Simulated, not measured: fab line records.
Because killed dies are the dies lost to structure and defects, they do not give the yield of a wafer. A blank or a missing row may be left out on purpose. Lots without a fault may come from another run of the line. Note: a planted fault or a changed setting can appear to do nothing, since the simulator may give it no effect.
fab line records | flow nand-harc
record: lots: 14 wafers: 42 last-day: 25
route steps=1159 shown A_CONTACT@943 END@1159
lots with no fault: from the same line, run without faults
start-h: start of the lot's first displayed wafer, in hours after the record's first day | wait-h: time in hours since the lot's previous step | " repeats the value in the row above | L1.1+2: a single row standing in for several wafers | - no value, or no start was given | * or withheld: withheld | < > ~ a bound
route shown NAME@n: NAME is a module with steps in the file, n the number in the route of the first one | usual: mean/standard deviation of fault-free wafers | same: alike in all rows | chamber/n: place in a boat | sites: per-site readings | _std_site: the standard deviation of these | _edge_site: inner sites' mean taken away from outer sites' mean | radius-mm: for every site, how far away it sits from the centre of the wafer | mask NAME#n: copy n | behind: the last tool/chamber to shape the wafer | hold: why the lot went on hold/how many hours it stayed there/how the hold came to an end | device: names the non-switching transistor (n, p or np) | end of line: the route-end tests of the same wafers | where a step has no rows: the recipe by itself | killed: at the first sort, the dies lost to defects and structure; wafer yield is something else | map: shows each die of a wafer: x if killed, . if not, _ if none is there
set.NAME: the setting the step ran with; set.NAME@STEP: the setting that earlier step ran with | model.NAME: the simulator's own value behind a step, which no gauge read
one table for each step of the route and one row for each wafer, over a sample of lots
services: from which hour (start-h, from the record's first day; less than 0 if before it) a tool's chamber was out of use, for how many hours, and why
== steps ==
step: NHARC_A_CONTACT_ETCH_134
recipe: source-w: withheld pressure-mtorr: 20 bias-v: withheld time-s: 140 target-depth-a: 7000 ar-flow-sccm: withheld c4f8-flow-sccm: withheld o2-flow-sccm: withheld chemistry: C4F8/O2/Ar
columns lot.wafer tool chamber start-h wait-h rf-hours-counter-h
L206.1 har-cap-etch-02 0 382.39 - 11
L206.3 " 0 " " -
L206.6 " 0 " " -
L207.2 har-cap-etch-03 1 390.62 - 86
L207.3 " 1 " " -
L207.5 " 1 " " -
L208.2 har-cap-etch-02 0 401.63 - 14
L208.4 " 0 " " -
L208.6 " 0 " " -
L211.2 har-cap-etch-01 0 419.23 - 60
L211.4 " 0 " " -
L211.3 " 1 " " -
L212.2 har-cap-etch-01 1 429.55 - 62
L212.3 " 0 " " -
L212.5 " 1 " " -
L213.1 har-cap-etch-03 0 432.56 - 93
L213.3 " 0 " " -
L213.5 " 0 " " -
L214.1 har-cap-etch-03 1 441.56 - 94
L214.3 " 1 " " -
L214.5 " 0 " " -
L216.3 har-cap-etch-02 1 444.57 - -
L216.4 " 0 " " -
L216.6 " 1 " " -
L224.1 har-cap-etch-01 0 479.79 - 72
L224.4 " 0 " " -
L224.3 " 1 " " -
L225.1 har-cap-etch-03 1 506.94 - 106
L225.6 " 0 " " -
L225.5 " 1 " " -
L226.1 har-cap-etch-02 0 508.09 - 34
L226.2 " 1 " " 34
L226.4 " 0 " " -
L227.1 har-cap-etch-03 0 512.89 - 108
L227.3 " 1 " " -
L227.4 " 0 " " -
L229.2 har-cap-etch-01 1 520.19 - 81
L229.4 " 0 " " -
L229.5 " 0 " " -
L228.2 har-cap-etch-03 0 526.07 - 112
L228.6 " 0 " " -
L228.5 " 1 " " -
step: NHARC_A_CONTACT_ETCH_137
recipe: source-w: withheld pressure-mtorr: 20 bias-v: 3000 time-s: 132 target-depth-a: 12870 ar-flow-sccm: withheld c4f8-flow-sccm: withheld o2-flow-sccm: withheld chemistry: C4F8/O2/Ar
columns lot.wafer tool chamber start-h wait-h rf-hours-counter-h
L206.1 har-cap-etch-02 0 382.82 0.1 11
L206.3 " 0 " " -
L206.6 " 0 " " -
L207.2 har-cap-etch-03 1 391.05 0.1 87
L207.3 " 1 " " -
L207.5 " 1 " " -
L208.2 har-cap-etch-02 0 402.20 0.1 15
L208.4 " 0 " " -
L208.6 " 0 " " -
L211.2 har-cap-etch-01 0 419.67 0.1 61
L211.4 " 0 " " -
L211.3 " 1 " " -
L212.2 har-cap-etch-01 1 429.99 0.1 63
L212.3 " 0 " " -
L212.5 " 1 " " -
L213.1 har-cap-etch-03 0 432.99 0.1 93
L213.3 " 0 " " -
L213.5 " 0 " " -
L214.1 har-cap-etch-03 1 441.98 0.1 94
L214.3 " 1 " " -
L214.5 " 0 " " -
L216.3 har-cap-etch-02 1 444.99 0.1 -
L216.4 " 0 " " -
L216.6 " 1 " " -
L224.1 har-cap-etch-01 0 480.38 0.1 73
L224.4 " 0 " " -
L224.3 " 1 " " -
L225.1 har-cap-etch-03 1 507.38 0.1 107
L225.6 " 0 " " -
L225.5 " 1 " " -
L226.1 har-cap-etch-02 0 508.69 0.1 34
L226.2 " 1 " " 34
L226.4 " 0 " " -
L227.1 har-cap-etch-03 0 513.33 0.1 109
L227.3 " 1 " " -
L227.4 " 0 " " -
L229.2 har-cap-etch-01 1 520.62 0.1 81
L229.4 " 0 " " -
L229.5 " 0 " " -
L228.2 har-cap-etch-03 0 526.51 0.1 112
L228.6 " 0 " " -
L228.5 " 1 " " -
step: NHARC_A_CONTACT_ETCH_139
recipe: source-w: withheld pressure-mtorr: 20 bias-v: 400 time-s: 137 target-depth-a: 5900 ar-flow-sccm: withheld c4f8-flow-sccm: 11.5 o2-flow-sccm: 7.2 chemistry: C4F8/O2/Ar
columns lot.wafer tool chamber start-h wait-h rf-hours-counter-h
L206.1 har-cap-etch-02 0 383.08 0.1 12
L206.3 " 0 " " -
L206.6 " 0 " " -
L207.2 har-cap-etch-03 1 391.31 0.1 87
L207.3 " 1 " " -
L207.5 " 1 " " -
L208.2 har-cap-etch-02 0 402.55 0.2 15
L208.4 " 0 " " -
L208.6 " 0 " " -
L211.2 har-cap-etch-01 0 419.92 0.1 61
L211.4 " 0 " " -
L211.3 " 1 " " -
L212.2 har-cap-etch-01 1 430.25 0.1 63
L212.3 " 0 " " -
L212.5 " 1 " " -
L213.1 har-cap-etch-03 0 433.25 0.1 93
L213.3 " 0 " " -
L213.5 " 0 " " -
L214.1 har-cap-etch-03 1 442.25 0.1 94
L214.3 " 1 " " -
L214.5 " 0 " " -
L216.3 har-cap-etch-02 1 445.26 0.1 -
L216.4 " 0 " " -
L216.6 " 1 " " -
L224.1 har-cap-etch-01 0 480.71 0.1 73
L224.4 " 0 " " -
L224.3 " 1 " " -
L225.1 har-cap-etch-03 1 507.64 0.1 107
L225.6 " 0 " " -
L225.5 " 1 " " -
L226.1 har-cap-etch-02 0 509.01 0.1 34
L226.2 " 1 " " 34
L226.4 " 0 " " -
L227.1 har-cap-etch-03 0 513.59 0.1 109
L227.3 " 1 " " -
L227.4 " 0 " " -
L229.2 har-cap-etch-01 1 520.88 0.1 81
L229.4 " 0 " " -
L229.5 " 0 " " -
L228.2 har-cap-etch-03 0 526.75 0.1 112
L228.6 " 0 " " -
L228.5 " 1 " " -
step: NHARC_A_CONTACT_ALD_18
recipe: target-thk-a: 30 pulse-time-s: 1 ald-cycles: 150 temp-c: 450 material: TiN
usual: ald-cycles: 150/0 heater-power-w: 1122/67 precursor-pulse-height-rel: 1.000/0.019
columns lot.wafer tool chamber start-h wait-h ald-cycles heater-power-w precursor-pulse-height-rel
L206.1 ald-metal-01 1 385.51 - 150 1064 0.983
L206.3 " 3 " " 150 1107 0.990
L206.6 " 1 " " 150 1078 0.964
L207.2 ald-metal-01 0 392.88 - 150 1113 1.027
L207.3 " 2 " " 150 1250 1.005
L207.5 " 0 " " 150 1158 1.010
L208.2 ald-metal-04 3 404.14 - 150 1028 1.039
L208.4 " 2 " " 150 1124 1.011
L208.6 " 3 " " 150 1014 1.008
L211.2 ald-metal-01 1 421.53 - 150 1082 0.999
L211.4 " 3 " " 150 1117 0.988
L211.3 " 0 " " 150 1142 1.009
L212.2 ald-metal-01 1 431.81 - 150 1076 0.994
L212.3 " 2 " " 150 1281 0.977
L212.5 " 0 " " 150 1121 0.993
L213.1 ald-metal-01 1 434.85 - 68 1071 0.991
L213.3 " 2 " " 68 1220 0.979
L213.5 " 1 " " 68 1077 0.954
L214.3 ald-metal-01 2 443.78 - 68 1234 1.016
L214.1 " 0 " " 68 1138 0.948
L214.5 " 2 " " 68 1286 1.005
L216.4 ald-metal-04 2 446.74 - 150 1129 1.016
L216.3 " 3 " " 150 1065 0.991
L216.6 " 3 " " 150 1067 0.979
L224.3 ald-metal-03 0 482.46 - 150 1054 1.012
L224.4 " 1 " " 150 1122 1.040
L224.1 " 3 " " 150 1109 1.026
L225.1 ald-metal-01 3 509.15 - 150 1103 1.008
L225.5 " 3 " " 150 1151 1.005
L225.6 " 0 " " 150 1138 1.004
L226.4 ald-metal-03 1 510.75 - 150 1151 0.994
L226.2 " 2 " " 150 1146 1.010
L226.1 " 3 " " 150 995 1.003
L227.3 ald-metal-01 0 515.28 - 150 1143 1.015
L227.1 " 1 " " 150 1097 0.998
L227.4 " 2 " " 150 1266 0.989
L229.4 ald-metal-03 3 522.61 - 150 1010 1.008
L229.2 " 0 " " 150 1150 0.980
L229.5 " 3 " " 150 1001 0.998
L228.2 ald-metal-03 1 528.39 - 150 1182 1.045
L228.6 " 0 " " 150 1112 1.021
L228.5 " 1 " " 150 1124 1.008
step: NHARC_END_SORT_01
recipe: temp-c: 25
usual: killed-at-array: 30/10 killed-at-other: 0.5/0.82 killed-at-periphery: 2.9/2 killed-dies: 34/11 killed-open: 3.2/1.8 killed-short: 2.0/1.4
same: gross-dies: 677
columns lot.wafer tool chamber start-h wait-h killed-at-array killed-at-other killed-at-periphery killed-dies killed-open killed-short
L213.1 prober-02 0 481.94 2.6 674 0 3 677 3 1
L213.3 prober-02 0 483.54 3.1 677 0 0 677 3 1
L213.5 prober-02 0 485.14 3.7 673 0 4 677 4 0
L212.2 prober-01 0 482.63 2.8 25 1 4 30 4 2
L212.3 prober-01 0 483.42 3.1 27 5 11 43 5 1
L212.5 prober-01 0 485.01 3.7 24 1 10 35 3 0
L214.1 prober-02 0 502.58 2.5 675 2 0 677 4 1
L214.3 prober-02 0 504.18 3.1 675 2 0 677 3 0
L214.5 prober-02 0 505.78 3.7 673 1 3 677 3 1
L216.3 prober-01 0 504.13 3.1 18 1 2 21 2 1
L216.4 prober-01 0 504.92 3.4 19 0 3 22 1 2
L216.6 prober-01 0 506.51 4.0 25 0 1 26 1 2
killed by level:class
L213.1 A_CONTACT:area-ald=641 A_CHANNEL_HOLE_D1:chamber-film-flake=12 A_SLIT:chamber-film-flake=9 A_CONTACT:chamber-film-flake=5 A_STAIRCASE:chamber-film-flake=3 P_CONTACT:chamber-film-flake=2 A_CONTACT:geometric-particle:short=1 A_CONTACT:geometric-particle:open=1
L212.2 A_CONTACT:chamber-film-flake=11 A_CHANNEL_HOLE_D1:chamber-film-flake=4 P_CONTACT:chamber-film-flake=3 A_STAIRCASE:chamber-film-flake=3 A_CHANNEL_HOLE_D1:geometric-particle:open=1 A_CHANNEL_FILL_D1:geometric-particle:short=1 A_WL_FILL:geometric-particle:open=1 A_CONTACT:geometric-particle:short=1
L212.3 A_CONTACT:chamber-film-flake=13 P_CONTACT:chamber-film-flake=8 A_WL_FILL:chamber-film-flake=4 THIN_TSV:chamber-film-flake=4 A_CHANNEL_HOLE_D1:chamber-film-flake=3 P_M0:geometric-particle:open=2 A_CONTACT:geometric-particle:open=2 A_STAIRCASE:chamber-film-flake=2
L213.3 A_CONTACT:area-ald=644 A_CHANNEL_HOLE_D1:chamber-film-flake=15 A_STAIRCASE:chamber-film-flake=6 A_SLIT:chamber-film-flake=6 A_CONTACT:chamber-film-flake=2 A_ONON_D1:geometric-particle:open=1 A_ONON_D1:geometric-particle:short=1 A_CHANNEL_HOLE_D1:geometric-particle:open=1
L212.5 A_CONTACT:chamber-film-flake=12 P_CONTACT:chamber-film-flake=6 A_CHANNEL_HOLE_D1:chamber-film-flake=4 A_STAIRCASE:chamber-film-flake=3 A_SGD_CUT:chamber-film-flake=2 A_WL_FILL:chamber-film-flake=2 P_CONTACT:geometric-particle:open=1 P_M0:geometric-particle:open=1
L213.5 A_CONTACT:area-ald=636 A_SLIT:chamber-film-flake=14 A_CHANNEL_HOLE_D1:chamber-film-flake=12 A_STAIRCASE:chamber-film-flake=3 P_GATE:chamber-film-flake=2 A_CONTACT:chamber-film-flake=2 A_SOURCE_PLATE:geometric-particle:open=1 A_ONON_D1:geometric-particle:open=1
L214.1 A_CONTACT:area-ald=644 A_CHANNEL_HOLE_D1:chamber-film-flake=8 A_SLIT:chamber-film-flake=8 A_CONTACT:chamber-film-flake=6 A_STAIRCASE:chamber-film-flake=4 A_WL_FILL:geometric-particle:open=2 THIN_TSV:chamber-film-flake=2 A_CHANNEL_FILL_D1:geometric-particle:open=1
L216.3 A_SLIT:chamber-film-flake=7 A_CHANNEL_HOLE_D1:chamber-film-flake=6 A_CONTACT:chamber-film-flake=2 A_WL_FILL:geometric-particle:open=1 STARTING-WAFER:geometric-particle:open=1 P_ZERO_WELL:chamber-film-flake=1 P_M1:chamber-film-flake=1 A_SGD_CUT:unspecified:short=1
L214.3 A_CONTACT:area-ald=643 A_SLIT:chamber-film-flake=11 A_CHANNEL_HOLE_D1:chamber-film-flake=9 A_CONTACT:chamber-film-flake=7 A_STAIRCASE:chamber-film-flake=2 A_CONTACT:geometric-particle:open=1 A_M0:geometric-particle:open=1 STARTING-WAFER:geometric-particle:open=1
L216.4 A_SLIT:chamber-film-flake=10 A_CHANNEL_HOLE_D1:chamber-film-flake=3 A_CONTACT:chamber-film-flake=3 P_M0:geometric-particle:short=1 P_M0:geometric-particle:open=1 A_M0:geometric-particle:short=1 P_GATE:chamber-film-flake=1 A_SGD_CUT:chamber-film-flake=1
L214.5 A_CONTACT:area-ald=645 A_CHANNEL_HOLE_D1:chamber-film-flake=9 A_SLIT:chamber-film-flake=9 A_CONTACT:chamber-film-flake=5 A_STAIRCASE:chamber-film-flake=4 P_CONTACT:geometric-particle:short=1 P_M0:geometric-particle:open=1 P_M2:geometric-particle:open=1
L216.6 A_SLIT:chamber-film-flake=13 A_CHANNEL_HOLE_D1:chamber-film-flake=3 A_STAIRCASE:chamber-film-flake=3 A_CONTACT:chamber-film-flake=2 A_SOURCE_PLATE:geometric-particle:short=1 A_ONON_D1:geometric-particle:short=1 A_M0:geometric-particle:open=1 P_M1:chamber-film-flake=1
== services ==
columns tool chamber start-h hours kind
har-cap-etch-03 - 367.85 0.5 repair
ald-metal-01 1 369.47 3.7 repair
ald-metal-04 - 406.00 10.0 pm
ald-metal-03 0 410.25 14.4 repair
ald-metal-03 - 417.13 1.3 repair
ald-metal-03 - 444.64 12.5 repair
ald-metal-01 - 458.00 10.0 pm
ald-metal-01 0 458.00 10.0 vent-cycle
ald-metal-01 1 458.00 10.0 vent-cycle
ald-metal-01 2 458.00 10.0 vent-cycle
ald-metal-01 3 458.00 10.0 vent-cycle
ald-metal-01 0 468.00 - clean
ald-metal-01 1 468.00 - clean
ald-metal-01 2 468.00 - clean
ald-metal-01 3 468.00 - clean
ald-metal-03 - 500.00 10.0 pm
ald-metal-03 0 500.00 10.0 vent-cycle
ald-metal-03 1 500.00 10.0 vent-cycle
ald-metal-03 2 500.00 10.0 vent-cycle
ald-metal-03 3 500.00 10.0 vent-cycle
ald-metal-03 0 510.00 - clean
ald-metal-03 1 510.00 - clean
ald-metal-03 2 510.00 - clean
ald-metal-03 3 510.00 - clean
== key ==
first-sign: step: NHARC_A_CONTACT_ALD_18 reading: ald-cycles direction: down sigmas: 99+ usual: 150 struck: 68
effect: step: NHARC_END_SORT_01 reading: killed-at-array direction: up sigmas: 62 usual: 30 struck: 674
more-kills-born-at: NHARC_A_CONTACT_ALD_18@ald-metal-01: 3853
met-at NHARC_A_CONTACT_ALD_18
struck-lots L213,L214
later-rows-left-out L213.1,L213.3,L213.5,L214.1,L214.3,L214.5
tester-left-out L213,L214
not-acting-at NHARC_A_CONTACT_ETCH_134,NHARC_A_CONTACT_ETCH_137,NHARC_A_CONTACT_ETCH_139
onset-between 431.81 434.85
fault: kind: process-parameter-drift tool: ald-metal-01 chamber: - onset-h: 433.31 steps: NHARC_A_CONTACT_ALD_18 channel: ald-cycles offset: -82 shape: step end-h: 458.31 acts-in: these-recipes-only stated: 150
tester-left-out: of these lots the tester's yield and bins aren't shown, on N5 and GAA mostly nor the transistor test; their killed dies are dies lost to structure and defects alone, not to doping, threshold or leakage, so they don't give the yield
later-rows-left-out: the simulator's readings of these wafers behind a module that went badly wrong aren't trusted and aren't shown, but for the sort
